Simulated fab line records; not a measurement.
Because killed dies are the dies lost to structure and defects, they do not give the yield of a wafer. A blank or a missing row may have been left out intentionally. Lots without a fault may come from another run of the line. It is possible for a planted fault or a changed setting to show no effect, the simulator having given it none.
fab line records -- flow nand-harc
record lots=12, wafers=36, last-day=33
route steps=1302 shown A_CHANNEL_HOLE_D1@483 A_CHANNEL_FILL_D1@500 A_DECK1_JOINT@518
lots that met no fault: from a run of the same line without faults
start-h: hours from the record's first day to the start of the lot's first wafer shown -- wait-h: hours from the lot's prior step to this one -- " as in the row above -- L1.1+2: a single row standing in for several wafers -- - either no value or no given start -- * or withheld: withheld -- < > ~ a bound
route shown NAME@n: names a module that has steps shown in the file, with the first one's number in the route -- usual: the fault-free wafers' mean and standard deviation -- same: alike in all rows -- chamber/n: place in a boat -- sites: readings site by site -- _std_site: how widely they spread, as a standard deviation -- _edge_site: inner sites' mean taken away from outer sites' mean -- radius-mm: for every site, how far away it sits from the centre of the wafer -- mask NAME#n: copy n -- behind: the last tool/chamber to shape the wafer -- hold: cause of the lot's hold/its duration in hours/its outcome -- device: the transistor (n, p or np) that didn't switch -- end of line: tests run on the same wafers once the route is complete -- step lacking rows: just its recipe -- killed: dies that structure and defects cost at the first sort, which is not the same as the wafer's yield -- map: a wafer's dies, marking killed ones x, the rest . and places with no die _
set.NAME: the setting that was run; set.NAME@STEP: the one run at that earlier step -- model.NAME: the simulator's own value behind a step, which no gauge read
a sample of lots followed through the steps of the route, with each step as a table and each wafer as a row
services: the hour from which a tool's chamber was out of use, counted from the record's first day as start-h (under 0 if before that day), plus the number of hours and why
## steps
# step NHARC_A_CHANNEL_HOLE_D1_ETCH_44
# recipe target-depth-a=1400, overetch-a=140, time-s=77, ion-energy-ev=100, cf4-flow-sccm=80, o2-flow-sccm=20, ar-flow-sccm=0, rf-w=300, bias-w=100, chemistry=CF4/O2
# usual drypump-motor-current-A=6.0/0.35, oes-product-au=0.997/0.0096, rf-vpp-V=197.6/1.4, showerhead-plenum-p-Torr=1.33/0.049, throttle-valve-pct=13.398/0.0097
lot.wafer,tool,chamber,start-h,wait-h,drypump-motor-current-A,oes-product-au,rf-hours-counter-h,rf-vpp-V,showerhead-plenum-p-Torr,throttle-valve-pct
L987.4,rie-diel-06,3,184.83,0.1,5.3,0.993,4,199.2,1.34,13.403
L987.5,rie-diel-06,0,184.83,0.1,6.3,0.983,-,197.4,1.29,13.386
L987.6,rie-diel-06,1,184.83,0.1,5.9,0.992,-,195.2,1.24,13.395
L988.4,rie-diel-03,3,199.29,0.0,6.1,0.991,21,198.8,1.40,13.400
L988.3,rie-diel-03,0,199.29,0.0,6.1,1.015,25,198.5,1.33,13.412
L988.6,rie-diel-03,0,199.29,0.0,6.0,1.008,-,200.6,1.33,13.395
L990.3,rie-diel-06,1,214.95,0.1,6.0,0.996,6,196.2,1.24,13.406
L990.6,rie-diel-06,3,214.95,0.1,5.3,0.995,-,197.5,1.34,13.397
L990.5,rie-diel-06,0,214.95,0.1,6.2,1.003,-,197.3,1.29,13.392
L989.1,rie-diel-03,0,216.24,0.1,6.0,1.002,33,198.4,1.33,13.385
L989.2,rie-diel-03,2,216.24,0.1,6.0,1.001,31,198.0,1.43,13.409
L989.6,rie-diel-03,0,216.24,0.1,6.0,1.000,-,197.0,1.33,13.406
L992.2,rie-diel-01,3,230.42,0.1,6.5,1.006,7,198.9,1.35,13.390
L992.4,rie-diel-01,1,230.42,0.1,6.5,1.014,8,197.9,1.31,13.384
L992.5,rie-diel-01,0,230.42,0.1,5.7,1.002,-,196.5,1.35,13.396
L993.3,rie-diel-06,2,238.24,0.0,6.0,0.993,9,199.8,1.35,13.397
L993.1,rie-diel-06,3,238.24,0.0,5.3,0.991,9,197.3,1.34,13.405
L993.2,rie-diel-06,0,238.24,0.0,6.3,0.989,9,195.1,1.29,13.429
L994.1,rie-diel-03,3,257.86,0.1,6.2,0.993,41,199.3,1.40,13.390
L994.3,rie-diel-03,0,257.86,0.1,6.1,1.002,40,196.9,1.33,13.396
L994.5,rie-diel-03,2,257.86,0.1,6.0,1.016,-,201.3,1.43,13.391
L998.2,rie-diel-06,1,292.08,0.1,6.0,0.993,13,194.9,1.24,13.394
L998.5,rie-diel-06,0,292.08,0.1,6.3,0.980,-,197.1,1.29,13.392
L998.6,rie-diel-06,1,292.08,0.1,6.0,0.984,-,195.2,1.24,13.421
L999.2,rie-diel-06,2,302.25,0.1,6.0,0.983,14,197.2,1.35,13.390
L999.1,rie-diel-06,3,302.25,0.1,5.3,0.980,15,197.5,1.34,13.399
L999.4,rie-diel-06,0,302.25,0.1,6.2,0.994,14,197.6,1.29,13.382
L100.3,rie-diel-01,1,314.68,0.1,6.5,1.005,43,198.4,1.31,13.405
L100.5,rie-diel-01,3,314.68,0.1,6.4,1.006,-,199.0,1.34,13.395
L100.6,rie-diel-01,0,314.68,0.1,5.6,1.019,-,199.5,1.34,13.397
L108.1,rie-diel-06,3,398.03,0.1,5.3,0.995,7,198.3,1.34,13.392
L108.4,rie-diel-06,1,398.03,0.1,6.0,0.995,7,197.1,1.24,13.394
L108.6,rie-diel-06,2,398.03,0.1,6.0,0.996,-,197.3,1.34,13.398
L110.2,rie-diel-06,2,416.03,0.0,6.0,0.994,9,197.7,1.34,13.407
L110.3,rie-diel-06,3,416.03,0.0,5.3,0.997,8,198.0,1.34,13.392
L110.5,rie-diel-06,2,416.03,0.0,6.0,0.988,-,197.4,1.34,13.387
# step NHARC_A_CHANNEL_FILL_D1_ETCHBACK_20
# recipe target-depth-a=270, time-s=13.5, c4f8-flow-sccm=withheld, o2-flow-sccm=8, ar-flow-sccm=withheld, rf-w=600, bias-w=1500, chemistry=C4F8/O2/Ar
# usual oes-product-au=0.97/0.032, rf-vpp-V=977/6
lot.wafer,tool,chamber,start-h,wait-h,oes-product-au,rf-hours-counter-h,rf-vpp-V
L987.4,rie-diel-09,3,208.16,-,0.98,2.3,972
L987.6,rie-diel-09,1,208.16,-,0.96,-,987
L987.5,rie-diel-09,2,208.16,-,0.98,-,977
L988.3,rie-diel-08,0,224.51,-,0.93,1.2,973
L988.4,rie-diel-08,1,224.51,-,0.92,1.2,988
L988.6,rie-diel-08,2,224.51,-,0.92,-,980
L989.1,rie-diel-13,1,240.32,-,1.00,5.4,976
L989.2,rie-diel-13,2,240.32,-,0.99,5.3,971
L989.6,rie-diel-13,2,240.32,-,0.99,-,972
L990.3,rie-diel-08,2,240.32,-,1.01,2.2,980
L990.5,rie-diel-08,2,240.32,-,1.01,-,981
L990.6,rie-diel-08,3,240.32,-,1.00,-,971
L992.2,rie-diel-13,2,255.35,-,1.00,6.5,971
L992.4,rie-diel-13,3,255.35,-,1.00,5.4,977
L992.5,rie-diel-13,2,255.35,-,0.99,-,970
L993.3,rie-diel-08,2,265.51,-,0.99,3.1,981
L993.1,rie-diel-08,3,265.51,-,1.01,3.5,970
L993.2,rie-diel-08,1,265.51,-,0.99,3.2,987
L994.1,rie-diel-08,2,288.56,-,1.00,3.8,981
L994.3,rie-diel-08,0,288.56,-,1.01,4.9,972
L994.5,rie-diel-08,2,288.56,-,1.01,-,981
L998.2,rie-diel-09,1,316.50,-,0.92,8.5,986
L998.6,rie-diel-09,0,316.50,-,0.92,-,974
L998.5,rie-diel-09,1,316.50,-,0.92,-,987
L999.1,rie-diel-08,1,330.18,-,0.91,5.8,990
L999.2,rie-diel-08,2,330.18,-,0.93,5.3,981
L999.4,rie-diel-08,0,330.18,-,0.92,6.8,972
L100.3,rie-diel-09,2,343.96,-,0.99,1.5,977
L100.5,rie-diel-09,0,343.96,-,1.00,-,974
L100.6,rie-diel-09,1,343.96,-,0.98,-,986
L108.1,rie-diel-13,3,423.48,-,1.00,3.9,977
L108.4,rie-diel-13,1,423.48,-,0.99,-,977
L108.6,rie-diel-13,3,423.48,-,1.01,-,976
L110.2,rie-diel-08,2,441.42,-,0.98,3.5,980
L110.3,rie-diel-08,1,441.42,-,0.99,3.3,988
L110.5,rie-diel-08,2,441.42,-,0.98,-,981
# step NHARC_A_CHANNEL_FILL_D1_THK_MEAS_06
# recipe thk-meas-gauge=ellipsometry
# usual thk-nm=5.0/0.93
lot.wafer,tool,chamber,start-h,wait-h,thk-nm
L987.4,film-metro-02,-,220.15,0.4,4.7
L987.5,film-metro-02,-,220.15,0.4,4.8
L987.6,film-metro-02,-,220.15,0.4,6.1
L988.3,film-metro-01,-,239.49,0.4,2.5
L988.4,film-metro-01,-,239.49,0.4,5.8
L988.6,film-metro-01,-,239.49,0.4,3.5
L989.1,film-metro-01,-,252.07,0.4,4.7
L989.2,film-metro-01,-,252.07,0.4,3.7
L989.6,film-metro-01,-,252.07,0.4,4.9
L990.3,film-metro-02,-,252.07,0.4,4.9
L990.5,film-metro-02,-,252.07,0.4,4.1
L990.6,film-metro-02,-,252.07,0.4,5.0
L992.2,film-metro-01,-,267.35,0.4,5.6
L992.4,film-metro-01,-,267.35,0.4,4.6
L992.5,film-metro-01,-,267.35,0.4,5.5
L993.1,film-metro-01,-,277.54,0.4,6.0
L993.2,film-metro-01,-,277.54,0.4,5.6
L993.3,film-metro-01,-,277.54,0.4,4.3
L994.1,film-metro-01,-,300.81,0.4,6.0
L994.3,film-metro-01,-,300.81,0.4,4.8
L994.5,film-metro-01,-,300.81,0.4,5.4
L998.2,film-metro-01,-,328.25,0.4,4.4
L998.5,film-metro-01,-,328.25,0.4,5.1
L998.6,film-metro-01,-,328.25,0.4,4.7
L999.1,film-metro-02,-,343.23,0.4,4.8
L999.2,film-metro-02,-,343.23,0.4,5.0
L999.4,film-metro-02,-,343.23,0.4,6.5
L100.3,film-metro-01,-,356.12,0.4,5.9
L100.5,film-metro-01,-,356.12,0.4,4.0
L100.6,film-metro-01,-,356.12,0.4,5.6
L108.1,film-metro-02,-,435.39,0.4,4.0
L108.4,film-metro-02,-,435.39,0.4,4.3
L108.6,film-metro-02,-,435.39,0.4,4.4
L110.2,film-metro-02,-,453.22,0.4,6.5
L110.3,film-metro-02,-,453.22,0.4,6.2
L110.5,film-metro-02,-,453.22,0.4,5.1
# step NHARC_A_DECK1_JOINT_ETCHBACK_07
# recipe target-depth-a=1050, time-s=26.9, hbr-flow-sccm=150, rf-w=350, icp-w=350, bias-w=60, chemistry=HBr
# usual drypump-motor-current-A=5.7/0.56, oes-product-au=1.001/0.0091, throttle-valve-pct=23.267/0.0088
lot.wafer,tool,chamber,start-h,wait-h,drypump-motor-current-A,oes-product-au,rf-hours-counter-h,throttle-valve-pct
L987.4,rie-si-06,1,232.11,0.1,5.4,1.015,0.81,23.281
L987.6,rie-si-06,1,232.11,0.1,5.4,1.007,-,23.264
L987.5,rie-si-06,2,232.11,0.1,4.8,1.004,-,23.271
L988.4,rie-si-01,2,251.49,0.1,5.6,0.996,0.37,23.251
L988.3,rie-si-01,0,251.49,0.1,6.4,1.019,0.31,23.272
L988.6,rie-si-01,2,251.49,0.1,5.6,0.999,-,23.267
L989.1,rie-si-01,1,263.79,0.1,6.4,1.015,0.42,23.262
L989.2,rie-si-01,2,263.79,0.1,5.6,0.995,0.46,23.277
L989.6,rie-si-01,2,263.79,0.1,5.6,1.005,-,23.263
L990.3,rie-si-05,3,263.81,0.1,6.3,1.002,0.65,23.263
L990.6,rie-si-05,1,263.81,0.1,5.0,1.007,-,23.279
L990.5,rie-si-05,2,263.81,0.1,6.3,1.013,-,23.267
L992.2,rie-si-05,1,279.24,0.1,4.9,1.011,0.91,23.277
L992.4,rie-si-05,0,279.24,0.1,5.5,1.009,0.80,23.254
L992.5,rie-si-05,2,279.24,0.1,6.3,1.010,-,23.263
L993.3,rie-si-01,1,289.30,0.1,6.4,1.004,0.62,23.281
L993.1,rie-si-01,2,289.30,0.1,5.6,1.006,0.64,23.263
L993.2,rie-si-01,0,289.30,0.1,6.4,1.006,0.60,23.273
L994.1,rie-si-01,1,312.68,0.1,6.4,1.014,0.77,23.252
L994.3,rie-si-01,3,312.68,0.1,5.6,1.004,0.80,23.266
L994.5,rie-si-01,1,312.68,0.1,6.4,1.005,-,23.257
L998.2,rie-si-05,1,344.37,0.1,5.0,1.009,0.15,23.267
L998.6,rie-si-05,2,344.37,0.1,6.3,0.994,-,23.264
L998.5,rie-si-05,3,344.37,0.1,6.3,1.003,-,23.263
L999.1,rie-si-06,3,355.19,0.1,5.6,1.002,0.72,23.257
L999.4,rie-si-06,0,355.19,0.1,5.0,0.987,0.60,23.260
L999.2,rie-si-06,1,355.19,0.1,5.4,0.987,0.60,23.255
L100.3,rie-si-05,3,368.06,0.1,6.3,1.000,0.36,23.246
L100.5,rie-si-05,1,368.06,0.1,5.0,1.021,-,23.275
L100.6,rie-si-05,2,368.06,0.1,6.4,1.003,-,23.279
L108.4,rie-si-01,0,447.39,0.1,6.4,1.051,0.44,23.263
L108.1,rie-si-01,1,447.39,0.1,6.3,0.995,0.57,23.258
L108.6,rie-si-01,2,447.39,0.1,5.6,0.991,-,23.266
L110.3,rie-si-06,2,465.03,0.1,4.8,0.990,0.16,23.259
L110.2,rie-si-06,3,465.03,0.1,5.6,1.002,0.10,23.259
L110.5,rie-si-06,1,465.03,0.1,5.4,1.005,-,23.264
## services
tool,chamber,start-h,hours,kind
rie-diel-13,-,165.00,9.0,pm
rie-si-01,2,166.43,6.4,repair
rie-si-01,-,172.51,0.7,repair
rie-si-01,1,179.58,9.0,repair
rie-diel-08,-,190.80,9.0,pm
rie-si-01,-,193.00,9.0,pm
rie-diel-13,0,205.88,2.7,repair
rie-diel-09,-,208.35,5.2,repair
rie-diel-13,3,212.98,2.3,repair
rie-diel-03,0,225.56,13.9,repair
rie-diel-13,3,236.75,9.1,repair
rie-si-06,-,249.00,9.0,pm
rie-diel-08,1,258.04,2.9,repair
rie-diel-06,2,262.08,8.7,repair
rie-si-05,3,279.82,2.6,repair
rie-diel-03,-,281.38,9.0,pm
rie-si-05,2,283.80,1.6,repair
rie-si-05,-,305.00,9.0,pm
rie-diel-06,-,307.20,9.0,pm
rie-diel-06,1,322.10,6.5,repair
rie-diel-08,-,367.80,9.0,pm
rie-si-01,-,370.00,9.0,pm
rie-si-01,2,390.85,22.8,repair
rie-diel-06,1,442.25,3.6,repair
## key
first-sign step=NHARC_A_DECK1_JOINT_ETCHBACK_07, reading=oes-product-au, direction=up, sigmas=5.4, usual=1.001, struck=1.051
effect none on later readings
met-at NHARC_A_DECK1_JOINT_ETCHBACK_07
struck-lots L108
struck-wafers L108.4
tester-left-out L108
not-acting-at NHARC_A_CHANNEL_HOLE_D1_ETCH_44,NHARC_A_CHANNEL_FILL_D1_ETCHBACK_20,NHARC_A_CHANNEL_FILL_D1_THK_MEAS_06
onset-between 289.30 447.39
fault kind=process-parameter-drift, tool=rie-si-01, chamber=0, onset-h=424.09, steps=NHARC_A_DECK1_JOINT_ETCHBACK_07, channel=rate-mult, offset=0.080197, shape=step, end-h=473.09
# tester-left-out: of these lots the tester's yield and bins aren't shown, on N5 and GAA mostly nor the transistor test; their killed dies are dies lost to structure and defects alone, not to doping, threshold or leakage, so they don't give the yield
